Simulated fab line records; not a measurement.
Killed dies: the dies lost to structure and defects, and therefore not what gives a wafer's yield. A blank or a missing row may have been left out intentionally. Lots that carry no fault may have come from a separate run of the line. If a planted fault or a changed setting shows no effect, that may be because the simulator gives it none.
fab line records	flow nand-harc
record: lots: 24	wafers: 72	last-day: 34
route steps=1302 shown P_GATE@175 P_M1@305 P_M2@331
lots with no fault: from the same line, run without faults
start-h: start of the lot's first displayed wafer, in hours after the record's first day	wait-h: hours since the lot's step before	" repeats the value in the row above	L1.1+2: a single row standing in for several wafers	- no value, or no start was given	* or withheld: withheld	< > ~ a bound
route shown NAME@n: a module of which the file shows steps, and the number in the route of the first	usual: mean and standard deviation over wafers with no fault	same: alike in all rows	chamber/n: place in a boat	sites: readings site by site	_std_site: their standard deviation	_edge_site: outer sites' mean less inner sites'	radius-mm: for every site, how far away it sits from the centre of the wafer	mask NAME#n: copy n	behind: the tool/chamber that last shaped the wafer	hold: what put the lot on hold/how long, in hours/how the hold closed	device: names the non-switching transistor (n, p or np)	end of line: at the end of the route, the tests of the same wafers	step lacking rows: just its recipe	killed: count of dies lost to structure and defects at first sort (not the wafer's yield)	map: per-die view of a wafer (x killed, . not killed, _ where there is no die)
set.NAME: the setting as run; set.NAME@STEP: as run at that earlier step	model.NAME: the simulator's own value behind a step, which no gauge read
one table for each step of the route and one row for each wafer, over a sample of lots
services: when a tool's chamber went out of use (start-h, in hours from the record's first day, below 0 if earlier), for how many hours, and the reason
== steps ==
step: NHARC_P_GATE_STRIP_75
recipe: power-w: 1500	temp-c: 250	chemistry: O2
usual: drypump-motor-current-A: 6.0/0.4	heater-power-w: 313/22
lot.wafer	tool	chamber	start-h	wait-h	drypump-motor-current-A	heater-power-w	rf-hours-counter-h
L074.2	plasma-asher-02	1	109.29	0.2	5.6	337	7
L074.4	"	0	"	"	6.2	291	-
L074.3	"	1	"	"	5.6	344	-
L075.1	plasma-asher-01	1	119.79	0.3	5.6	287	24
L075.2	"	0	"	"	6.6	330	24
L075.5	"	0	"	"	6.5	319	-
L076.2	plasma-asher-02	1	133.78	0.2	5.6	342	12
L076.3	"	1	"	"	5.5	341	-
L076.5	"	1	"	"	5.6	344	-
L077.4	plasma-asher-01	1	134.11	0.2	5.6	290	-
L077.3	"	0	"	"	6.5	319	-
L077.5	"	0	"	"	6.5	318	-
L078.4	plasma-asher-01	1	152.48	0.2	5.6	283	-
L078.6	"	1	"	"	5.7	291	-
L078.5	"	0	"	"	6.5	319	-
L079.2	plasma-asher-02	1	158.17	0.2	5.6	359	16
L079.1	"	0	"	"	6.2	290	16
L079.4	"	0	"	"	6.2	292	-
L080.4	plasma-asher-02	0	169.52	0.2	6.2	294	-
L080.3	"	1	"	"	5.6	343	-
L080.6	"	0	"	"	6.2	303	-
L081.2	plasma-asher-01	1	174.42	0.2	5.7	289	0
L081.1	"	0	"	"	6.5	333	0
L081.5	"	1	"	"	5.6	289	-
L082.2	plasma-asher-02	0	188.46	0.2	6.1	298	25
L082.3	"	1	"	"	5.6	347	-
L082.4	"	0	"	"	6.2	293	-
L083.2	plasma-asher-01	0	196.31	0.2	6.5	334	4
L083.3	"	0	"	"	6.5	338	-
L083.6	"	1	"	"	5.6	292	-
L084.1	plasma-asher-01	0	213.39	0.3	6.5	330	8
L084.3	"	1	"	"	5.7	283	-
L084.6	"	0	"	"	6.5	335	-
L085.1	plasma-asher-01	1	220.55	0.3	5.6	296	8
L085.3	"	1	"	"	5.7	281	-
L085.6	"	0	"	"	6.5	336	-
L086.4	plasma-asher-01	1	230.77	0.2	5.6	286	-
L086.6	"	1	"	"	5.6	290	-
L086.5	"	0	"	"	6.5	323	-
L087.2	plasma-asher-02	1	234.29	0.2	5.6	349	32
L087.4	"	0	"	"	6.2	301	-
L087.3	"	1	"	"	5.5	346	-
L089.2	plasma-asher-01	0	257.27	0.2	6.5	335	17
L089.4	"	0	"	"	6.5	340	-
L089.5	"	1	"	"	5.6	294	-
L088.2	plasma-asher-01	1	258.00	0.2	5.6	283	17
L088.3	"	1	"	"	5.6	286	-
L088.5	"	0	"	"	6.5	337	-
L090.1	plasma-asher-02	1	275.90	0.3	5.6	334	4
L090.4	"	0	"	"	6.2	307	-
L090.5	"	1	"	"	5.6	333	-
L091.1	plasma-asher-01	0	283.39	0.3	6.5	332	22
L091.3	"	1	"	"	5.6	292	-
L091.5	"	1	"	"	5.7	285	-
L092.1	plasma-asher-02	1	285.44	0.3	5.6	315	6
L092.3	"	1	"	"	5.6	329	-
L092.5	"	0	"	"	6.2	301	-
L093.4	plasma-asher-02	1	298.78	0.2	5.5	333	-
L093.3	"	0	"	"	6.2	296	-
L093.5	"	1	"	"	5.6	329	-
L095.4	plasma-asher-01	0	314.79	0.1	6.5	327	-
L095.6	"	1	"	"	5.6	285	-
L095.5	"	0	"	"	6.5	340	-
L094.2	plasma-asher-02	0	315.01	0.2	6.2	302	12
L094.4	"	0	"	"	6.2	304	-
L094.3	"	1	"	"	5.6	333	-
L096.1	plasma-asher-01	0	328.14	0.2	6.5	330	33
L096.3	"	0	"	"	6.5	331	-
L096.6	"	1	"	"	5.6	291	-
L097.3	plasma-asher-02	0	345.50	0.2	6.2	303	-
L097.4	"	1	"	"	5.6	329	-
L097.5	"	1	"	"	5.6	325	-
step: NHARC_P_GATE_STRIP_76
recipe: power-w: 1500	temp-c: 250	chemistry: O2
usual: drypump-motor-current-A: 6.0/0.4	heater-power-w: 314/22
lot.wafer	tool	chamber	start-h	wait-h	drypump-motor-current-A	heater-power-w	rf-hours-counter-h
L074.2	plasma-asher-01	0	111.00	0.2	6.5	318	22
L074.3	"	1	"	"	5.7	291	-
L074.4	"	0	"	"	6.5	320	-
L075.1	plasma-asher-01	1	121.39	0.2	5.6	282	25
L075.2	"	0	"	"	6.5	312	25
L075.5	"	1	"	"	5.6	282	-
L076.2	plasma-asher-02	0	135.37	0.2	6.2	298	12
L076.3	"	0	"	"	6.2	294	-
L076.5	"	0	"	"	6.2	302	-
L077.3	plasma-asher-01	0	135.82	0.2	6.5	319	-
L077.4	"	1	"	"	5.6	293	-
L077.5	"	1	"	"	5.6	281	-
L078.4	plasma-asher-01	0	154.21	0.1	6.5	315	-
L078.5	"	1	"	"	5.6	288	-
L078.6	"	0	"	"	6.5	320	-
L079.2	plasma-asher-01	1	160.00	0.2	5.6	291	31
L079.1	"	0	"	"	6.5	316	31
L079.4	"	1	"	"	5.7	288	-
L080.3	plasma-asher-02	0	171.17	0.2	6.2	303	-
L080.4	"	1	"	"	5.6	345	-
L080.6	"	0	"	"	6.1	299	-
L081.1	plasma-asher-02	0	176.13	0.2	6.1	299	23
L081.2	"	1	"	"	5.5	349	23
L081.5	"	1	"	"	5.6	341	-
L082.2	plasma-asher-01	0	190.17	0.2	6.5	331	3
L082.4	"	0	"	"	6.5	336	-
L082.3	"	1	"	"	5.7	292	-
L083.2	plasma-asher-02	0	198.02	0.2	6.2	294	27
L083.3	"	1	"	"	5.5	343	-
L083.6	"	1	"	"	5.6	345	-
L084.1	plasma-asher-02	1	214.99	0.2	5.6	348	30
L084.3	"	0	"	"	6.1	297	-
L084.6	"	0	"	"	6.2	297	-
L085.1	plasma-asher-02	1	222.29	0.2	5.5	336	31
L085.3	"	0	"	"	6.2	301	-
L085.6	"	1	"	"	5.5	349	-
L086.4	plasma-asher-02	1	232.51	0.1	5.6	339	-
L086.6	"	0	"	"	6.2	299	-
L086.5	"	1	"	"	5.6	344	-
L087.2	plasma-asher-01	0	236.02	0.2	6.5	337	12
L087.4	"	1	"	"	5.6	295	-
L087.3	"	0	"	"	6.5	321	-
L089.2	plasma-asher-02	0	258.98	0.2	6.2	308	0
L089.4	"	0	"	"	6.2	305	-
L089.5	"	0	"	"	6.1	305	-
L088.2	plasma-asher-01	1	259.70	0.2	5.7	288	17
L088.3	"	1	"	"	5.7	291	-
L088.5	"	0	"	"	6.5	338	-
L090.1	plasma-asher-01	0	277.63	0.2	6.6	339	21
L090.4	"	0	"	"	6.5	331	-
L090.5	"	0	"	"	6.5	335	-
L091.1	plasma-asher-01	1	285.12	0.2	5.6	288	23
L091.3	"	1	"	"	5.6	298	-
L091.5	"	1	"	"	5.6	295	-
L092.1	plasma-asher-02	1	287.04	0.2	5.6	327	7
L092.3	"	1	"	"	5.5	340	-
L092.5	"	0	"	"	6.1	301	-
L093.4	plasma-asher-01	0	300.53	0.2	6.5	334	-
L093.3	"	1	"	"	5.7	291	-
L093.5	"	1	"	"	5.6	287	-
L095.4	plasma-asher-01	1	316.52	0.2	5.7	282	-
L095.6	"	1	"	"	5.7	286	-
L095.5	"	0	"	"	6.5	339	-
L094.2	plasma-asher-02	1	316.73	0.2	5.6	331	12
L094.3	"	0	"	"	6.1	310	-
L094.4	"	1	"	"	5.6	335	-
L096.1	plasma-asher-01	0	329.75	0.2	6.5	339	33
L096.3	"	1	"	"	5.6	285	-
L096.6	"	1	"	"	5.7	293	-
L097.3	plasma-asher-02	0	347.35	0.2	6.2	306	-
L097.4	"	1	"	"	5.6	330	-
L097.5	"	1	"	"	5.5	335	-
step: NHARC_P_GATE_DEGAS_109
recipe: temp-c: 300	time-s: 60
usual: heater-power-w: 443/50
lot.wafer	tool	chamber	start-h	wait-h	heater-power-w
L074.4	pvd-sputter-03	-	114.02	0.1	578
L074.3	"	-	"	"	425
L074.2	"	-	"	"	371
L075.1	pvd-sputter-01	-	124.33	0.1	442
L075.2	"	-	"	"	428
L075.5	"	-	"	"	434
L076.2	pvd-sputter-03	-	138.40	0.1	416
L076.3	"	-	"	"	366
L076.5	"	-	"	"	369
L077.3	pvd-sputter-01	-	138.83	0.1	427
L077.4	"	-	"	"	440
L077.5	"	-	"	"	452
L078.4	pvd-sputter-03	-	157.21	0.1	450
L078.6	"	-	"	"	376
L078.5	"	-	"	"	447
L079.1	pvd-sputter-03	-	163.00	0.1	569
L079.2	"	-	"	"	372
L079.4	"	-	"	"	435
L080.4	pvd-sputter-02	-	174.18	0.1	381
L080.3	"	-	"	"	482
L080.6	"	-	"	"	424
L081.1	pvd-sputter-01	-	179.13	0.1	418
L081.2	"	-	"	"	439
L081.5	"	-	"	"	406
L082.3	pvd-sputter-01	-	193.11	0.1	419
L082.2	"	-	"	"	446
L082.4	"	-	"	"	428
L083.2	pvd-sputter-02	-	201.04	0.1	426
L083.3	"	-	"	"	459
L083.6	"	-	"	"	381
L084.1	pvd-sputter-03	-	218.04	0.1	393
L084.3	"	-	"	"	570
L084.6	"	-	"	"	370
L085.3	pvd-sputter-02	-	225.33	0.1	478
L085.1	"	-	"	"	415
L085.6	"	-	"	"	480
L086.4	pvd-sputter-03	-	235.82	0.1	432
L086.6	"	-	"	"	579
L086.5	"	-	"	"	450
L087.4	pvd-sputter-01	-	239.44	0.1	442
L087.2	"	-	"	"	437
L087.3	"	-	"	"	435
L089.2	pvd-sputter-02	-	262.01	0.1	475
L089.4	"	-	"	"	435
L089.5	"	-	"	"	421
L088.2	pvd-sputter-03	-	262.79	0.1	426
L088.3	"	-	"	"	566
L088.5	"	-	"	"	384
L090.1	pvd-sputter-01	-	280.53	0.1	440
L090.4	"	-	"	"	441
L090.5	"	-	"	"	435
L091.1	pvd-sputter-01	-	288.16	0.1	427
L091.3	"	-	"	"	422
L091.5	"	-	"	"	432
L092.3	pvd-sputter-01	-	290.07	0.1	425
L092.1	"	-	"	"	440
L092.5	"	-	"	"	424
L093.4	pvd-sputter-02	-	303.56	0.1	491
L093.3	"	-	"	"	434
L093.5	"	-	"	"	474
L095.4	pvd-sputter-03	-	319.54	0.1	457
L095.6	"	-	"	"	380
L095.5	"	-	"	"	437
L094.2	pvd-sputter-03	-	319.76	0.1	448
L094.3	"	-	"	"	378
L094.4	"	-	"	"	431
L096.1	pvd-sputter-01	-	332.64	0.1	426
L096.3	"	-	"	"	432
L096.6	"	-	"	"	436
L097.3	pvd-sputter-02	-	350.25	0.1	428
L097.4	"	-	"	"	475
L097.5	"	-	"	"	443
step: NHARC_P_M1_DEGAS_29
recipe: temp-c: 250	time-s: 60
usual: heater-power-w: 319/38
lot.wafer	tool	chamber	start-h	wait-h	heater-power-w
L074.4	pvd-sputter-03	-	126.15	-	263
L074.2	"	-	"	"	399
L074.3	"	-	"	"	304
L075.1	pvd-sputter-03	-	136.25	-	272
L075.2	"	-	"	"	413
L075.5	"	-	"	"	265
L076.3	pvd-sputter-01	-	150.27	-	294
L076.2	"	-	"	"	321
L076.5	"	-	"	"	295
L077.3	pvd-sputter-03	-	151.21	-	400
L077.4	"	-	"	"	306
L077.5	"	-	"	"	319
L078.4	pvd-sputter-03	-	169.34	-	305
L078.6	"	-	"	"	306
L078.5	"	-	"	"	272
L079.4	pvd-sputter-01	-	175.11	-	303
L079.2	"	-	"	"	317
L079.1	"	-	"	"	305
L080.4	pvd-sputter-03	-	188.80	-	316
L080.3	"	-	"	"	419
L080.6	"	-	"	"	278
L081.1	pvd-sputter-03	-	191.54	-	279
L081.2	"	-	"	"	416
L081.5	"	-	"	"	306
L082.2	pvd-sputter-01	-	205.21	-	302
L082.4	"	-	"	"	318
L082.3	"	-	"	"	316
L083.2	pvd-sputter-02	-	213.44	-	345
L083.3	"	-	"	"	274
L083.6	"	-	"	"	350
L084.1	pvd-sputter-02	-	230.28	-	280
L084.3	"	-	"	"	342
L084.6	"	-	"	"	347
L085.1	pvd-sputter-03	-	237.70	-	308
L085.3	"	-	"	"	419
L085.6	"	-	"	"	321
L086.4	pvd-sputter-01	-	248.06	-	319
L086.5	"	-	"	"	304
L086.6	"	-	"	"	315
L087.2	pvd-sputter-01	-	251.87	-	317
L087.3	"	-	"	"	313
L087.4	"	-	"	"	312
L089.4	pvd-sputter-03	-	274.24	-	311
L089.2	"	-	"	"	284
L089.5	"	-	"	"	272
L088.2	pvd-sputter-02	-	274.65	-	344
L088.3	"	-	"	"	301
L088.5	"	-	"	"	347
L090.1	pvd-sputter-02	-	292.84	-	346
L090.4	"	-	"	"	278
L090.5	"	-	"	"	314
L091.1	pvd-sputter-03	-	300.17	-	320
L091.3	"	-	"	"	273
L091.5	"	-	"	"	322
L092.3	pvd-sputter-02	-	301.99	-	278
L092.1	"	-	"	"	313
L092.5	"	-	"	"	273
L093.3	pvd-sputter-01	-	315.41	-	311
L093.4	"	-	"	"	315
L093.5	"	-	"	"	316
L095.4	pvd-sputter-03	-	331.68	-	323
L095.6	"	-	"	"	279
L095.5	"	-	"	"	310
L094.4	pvd-sputter-02	-	331.90	-	310
L094.2	"	-	"	"	269
L094.3	"	-	"	"	360
L096.3	pvd-sputter-03	-	344.69	-	312
L096.1	"	-	"	"	274
L096.6	"	-	"	"	415
L097.4	pvd-sputter-02	-	362.57	-	319
L097.3	"	-	"	"	315
L097.5	"	-	"	"	312
step: NHARC_P_M1_INSPECT_27
usual: raw-defect-count: 319/120
lot.wafer	tool	chamber	start-h	wait-h	raw-defect-count
L074.2	defect-inspect-01	-	127.90	0.0	470
L074.3	"	-	"	"	359
L074.4	"	-	"	"	263
L075.1	defect-inspect-01	-	137.81	0.0	164
L075.2	"	-	"	"	216
L075.5	"	-	"	"	420
L076.2	defect-inspect-01	-	151.82	0.0	390
L076.3	"	-	"	"	316
L076.5	"	-	"	"	233
L077.3	defect-inspect-02	-	152.76	0.0	595
L077.4	"	-	"	"	699
L077.5	"	-	"	"	702
L078.4	defect-inspect-01	-	170.91	0.0	260
L078.5	"	-	"	"	426
L078.6	"	-	"	"	371
L079.1	defect-inspect-02	-	176.67	0.0	259
L079.2	"	-	"	"	370
L079.4	"	-	"	"	230
L080.3	defect-inspect-02	-	190.34	0.0	329
L080.4	"	-	"	"	291
L080.6	"	-	"	"	290
L081.1	defect-inspect-01	-	193.12	0.0	255
L081.2	"	-	"	"	522
L081.5	"	-	"	"	212
L082.2	defect-inspect-02	-	206.76	0.0	222
L082.3	"	-	"	"	307
L082.4	"	-	"	"	199
L083.2	defect-inspect-02	-	215.03	0.0	280
L083.3	"	-	"	"	273
L083.6	"	-	"	"	195
L084.1	defect-inspect-02	-	231.85	0.0	198
L084.3	"	-	"	"	343
L084.6	"	-	"	"	582
L085.1	defect-inspect-01	-	239.59	0.0	278
L085.3	"	-	"	"	302
L085.6	"	-	"	"	151
L086.4	defect-inspect-02	-	249.60	0.0	239
L086.5	"	-	"	"	263
L086.6	"	-	"	"	230
L087.2	defect-inspect-02	-	253.43	0.0	347
L087.3	"	-	"	"	436
L087.4	"	-	"	"	289
L089.2	defect-inspect-02	-	275.78	0.0	413
L089.4	"	-	"	"	465
L089.5	"	-	"	"	253
L088.2	defect-inspect-02	-	276.21	0.0	275
L088.3	"	-	"	"	232
L088.5	"	-	"	"	202
L090.1	defect-inspect-02	-	294.42	0.0	294
L090.4	"	-	"	"	340
L090.5	"	-	"	"	376
L091.1	defect-inspect-01	-	301.72	0.0	211
L091.3	"	-	"	"	192
L091.5	"	-	"	"	159
L092.1	defect-inspect-02	-	303.55	0.0	285
L092.3	"	-	"	"	120
L092.5	"	-	"	"	149
L093.3	defect-inspect-01	-	316.96	0.0	399
L093.4	"	-	"	"	338
L093.5	"	-	"	"	276
L095.4	defect-inspect-01	-	333.21	0.0	315
L095.5	"	-	"	"	229
L095.6	"	-	"	"	422
L094.2	defect-inspect-02	-	333.45	0.0	606
L094.3	"	-	"	"	489
L094.4	"	-	"	"	373
L096.1	defect-inspect-01	-	346.27	0.0	498
L096.3	"	-	"	"	380
L096.6	"	-	"	"	306
L097.3	defect-inspect-01	-	364.16	0.0	300
L097.4	"	-	"	"	265
L097.5	"	-	"	"	299
step: NHARC_P_M2_DESCUM_14
recipe: time-s: 3	o2-flow-sccm: 200	ar-flow-sccm: 0	bias-power-w: 0	chemistry: O2
usual: drypump-motor-current-A: 5.7/0.36	mfc-ar-sccm: 0.013/0.012	o2-flow-sccm: 199.9/0.58	oes-product-au: 1.001/0.0081	rf-vpp-V: 58.0/0.93	showerhead-plenum-p-Torr: 1.92/0.078	throttle-valve-pct: 11.311/0.0092
lot.wafer	tool	chamber	start-h	wait-h	drypump-motor-current-A	mfc-ar-sccm	o2-flow-sccm	oes-product-au	rf-hours-counter-h	rf-vpp-V	showerhead-plenum-p-Torr	throttle-valve-pct
L074.3	rie-diel-06	3	129.56	0.1	5.3	0.013	199.7	1.015	7.5	58.6	1.90	11.324
L074.2	"	0	"	"	6.1	0	199.0	0.999	7.7	57.6	1.99	11.307
L074.4	"	3	"	"	5.3	0.013	199.2	1.008	-	57.2	1.90	11.292
L075.1	rie-diel-06	1	139.36	0.1	5.9	0.003	200.2	0.994	0	57.4	1.99	11.302
L075.2	"	0	"	"	6.1	0	200.9	1.010	0	57.4	1.99	11.307
L075.5	"	2	"	"	6.1	0.020	199.4	0.995	-	57.2	1.80	11.309
L076.3	rie-diel-10	1	153.27	0.1	5.5	0.038	199.7	1.000	5.4	58.7	1.91	11.317
L076.2	"	0	"	"	6.0	0.028	199.6	0.992	4.6	58.3	2.06	11.315
L076.5	"	1	"	"	5.5	0.038	199.6	0.990	-	57.7	1.91	11.308
L077.3	rie-diel-10	0	154.32	0.1	6.0	0.028	200.2	0.987	4.7	59.5	2.06	11.327
L077.4	"	1	"	"	5.5	0.038	200.9	0.996	5.4	58.0	1.91	11.321
L077.5	"	0	"	"	6.0	0.028	200.5	1.005	-	58.5	2.06	11.313
L078.4	rie-diel-01	0	172.35	0.1	4.9	0.002	199.7	1.017	7.7	56.7	1.86	11.342
L078.5	"	3	"	"	5.1	0	200.1	0.988	-	58.8	1.84	11.306
L078.6	"	0	"	"	4.9	0.002	200.4	1.016	-	58.0	1.86	11.314
L079.4	rie-diel-06	1	178.13	0.1	5.9	0.003	200.2	0.994	1.8	58.0	1.99	11.308
L079.2	"	2	"	"	6.2	0.020	199.5	0.988	2.1	59.4	1.80	11.330
L079.1	"	3	"	"	5.3	0.013	199.8	1.002	2.8	56.6	1.90	11.316
L080.4	rie-diel-06	0	191.81	0.1	6.2	0	199.9	1.010	3.3	58.3	1.99	11.316
L080.3	"	2	"	"	6.2	0.020	199.5	0.982	2.9	58.2	1.80	11.298
L080.6	"	3	"	"	5.3	0.013	199.3	1.000	-	58.4	1.90	11.305
L081.2	rie-diel-10	2	194.70	0.1	5.8	0	199.9	1.008	7.9	58.7	1.94	11.313
L081.1	"	0	"	"	6.0	0.028	201.2	0.971	7.4	59.4	2.06	11.313
L081.5	"	2	"	"	5.8	0	200.2	1.007	-	57.3	1.94	11.319
L082.3	rie-diel-06	2	208.32	0.1	6.2	0.020	200.0	0.990	4.2	58.2	1.80	11.307
L082.4	"	3	"	"	5.3	0.013	200.2	0.997	4.4	57.7	1.90	11.288
L082.2	"	1	"	"	5.8	0.003	201.0	1.002	3.8	59.1	1.99	11.314
L083.3	rie-diel-06	0	216.60	0.1	6.2	0	200.5	1.000	4.3	59.1	1.99	11.321
L083.2	"	1	"	"	5.9	0.003	199.5	1.000	4.0	58.0	1.99	11.309
L083.6	"	0	"	"	6.2	0	199.8	0.997	-	57.3	1.99	11.311
L084.3	rie-diel-10	1	233.31	0.1	5.5	0.038	199.3	1.004	9.4	58.2	1.90	11.304
L084.1	"	3	"	"	5.6	0.013	198.5	1.009	8.7	57.1	1.87	11.300
L084.6	"	1	"	"	5.5	0.038	198.3	1.002	-	58.5	1.90	11.309
L085.3	rie-diel-10	1	241.20	0.1	5.5	0.038	200.4	0.994	9.6	58.7	1.90	11.312
L085.1	"	2	"	"	5.8	0	201.1	1.011	10.0	58.3	1.94	11.309
L085.6	"	3	"	"	5.6	0.013	200.8	1.001	-	58.3	1.87	11.319
L086.4	rie-diel-06	2	251.17	0.1	6.1	0.020	200.0	0.992	5.7	56.8	1.80	11.325
L086.6	"	0	"	"	6.1	0	199.4	0.997	-	58.1	1.99	11.303
L086.5	"	1	"	"	5.9	0.003	200.4	1.003	-	56.2	1.99	11.313
L087.2	rie-diel-06	3	255.01	0.1	5.3	0.013	199.8	1.015	6.3	57.3	1.90	11.315
L087.3	"	0	"	"	6.2	0	199.4	1.011	6.0	58.2	1.99	11.292
L087.4	"	1	"	"	5.9	0.003	199.3	1.014	5.5	58.7	1.99	11.319
L089.4	rie-diel-10	0	277.64	0.1	6.0	0.028	198.8	1.000	1.1	58.0	2.06	11.316
L089.2	"	2	"	"	5.7	0	200.1	1.004	1.9	58.6	1.94	11.304
L089.5	"	0	"	"	6.0	0.028	200.1	0.997	-	58.9	2.06	11.318
L088.2	rie-diel-01	1	277.80	0.1	5.5	0.025	200.2	0.997	3.0	56.9	1.97	11.315
L088.3	"	3	"	"	5.1	0	199.3	1.000	2.9	58.4	1.84	11.321
L088.5	"	1	"	"	5.5	0.025	199.6	0.993	-	58.3	1.97	11.318
L090.1	rie-diel-06	3	295.90	0.1	5.3	0.013	200.0	0.997	8.3	58.0	1.90	11.295
L090.4	"	2	"	"	6.1	0.020	200.5	0.994	-	56.8	1.80	11.312
L090.5	"	3	"	"	5.3	0.013	199.8	0.995	-	56.1	1.90	11.291
L091.3	rie-diel-10	1	303.31	0.1	5.5	0.038	199.9	0.992	2.2	58.6	1.90	11.305
L091.1	"	3	"	"	5.6	0.013	200.0	0.993	2.9	59.1	1.87	11.306
L091.5	"	1	"	"	5.5	0.038	199.3	0.998	-	58.7	1.90	11.323
L092.1	rie-diel-06	2	305.03	0.1	6.1	0.020	199.4	0.988	8.3	57.3	1.79	11.302
L092.3	"	3	"	"	5.3	0.013	200.9	1.014	8.8	57.1	1.90	11.300
L092.5	"	0	"	"	6.1	0	199.8	1.006	-	57.7	1.99	11.326
L093.3	rie-diel-10	3	318.56	0.1	5.6	0.013	200.1	1.014	3.2	59.6	1.87	11.324
L093.4	"	2	"	"	5.8	0	200.4	1.017	3.4	56.8	1.94	11.332
L093.5	"	0	"	"	6.0	0.028	200.3	1.001	-	57.8	2.06	11.308
L095.4	rie-diel-06	1	334.70	0.1	6.0	0.003	199.1	1.012	0.8	57.9	1.99	11.311
L095.6	"	2	"	"	6.1	0.020	200.3	0.994	-	57.0	1.80	11.307
L095.5	"	3	"	"	5.3	0.013	200.1	1.004	-	57.5	1.90	11.301
L094.4	rie-diel-06	3	335.21	0.1	5.4	0.013	200.2	1.009	0.6	58.7	1.90	11.313
L094.3	"	0	"	"	6.1	0	199.7	1.003	1.0	58.4	1.99	11.313
L094.2	"	1	"	"	5.8	0.003	200.4	1.018	0.9	59.6	1.99	11.316
L096.3	rie-diel-06	1	347.84	0.1	5.9	0.003	200.2	1.007	1.7	59.8	1.99	11.317
L096.1	"	2	"	"	6.2	0.020	200.8	0.999	1.3	57.3	1.79	11.302
L096.6	"	1	"	"	5.9	0.003	200.8	1.003	-	59.1	1.99	11.302
L097.4	rie-diel-01	3	368.03	0.1	5.1	0	199.9	1.005	8.5	59.0	1.84	11.312
L097.3	"	1	"	"	5.5	0.025	200.5	1.000	8.5	58.8	1.97	11.319
L097.5	"	0	"	"	4.9	0.002	199.4	1.017	-	58.0	1.86	11.315
== services ==
tool	chamber	start-h	hours	kind
pvd-sputter-02	-	104.05	10.0	pm
rie-diel-06	-	115.38	0.4	repair
rie-diel-06	1	127.10	8.8	repair
rie-diel-06	-	130.27	9.0	pm
plasma-asher-02	-	146.66	1.4	repair
pvd-sputter-02	-	153.66	2.3	repair
plasma-asher-01	-	165.12	9.0	pm
rie-diel-06	-	166.25	0.2	repair
pvd-sputter-03	-	170.00	10.0	pm
rie-diel-10	1	208.56	10.6	repair
pvd-sputter-01	-	212.24	4.9	repair
rie-diel-10	1	221.55	2.7	repair
pvd-sputter-01	-	226.04	10.0	pm
plasma-asher-02	-	228.52	2.1	repair
pvd-sputter-02	-	239.93	2.7	repair
rie-diel-10	-	242.77	9.0	pm
plasma-asher-02	-	249.22	9.0	pm
pvd-sputter-02	-	250.48	2.4	repair
pvd-sputter-02	-	282.05	10.0	pm
rie-diel-06	1	284.62	12.8	repair
rie-diel-06	-	307.27	9.0	pm
rie-diel-06	3	325.19	4.8	repair
plasma-asher-01	-	342.12	9.0	pm
pvd-sputter-03	-	348.00	10.0	pm
== key ==
fault none
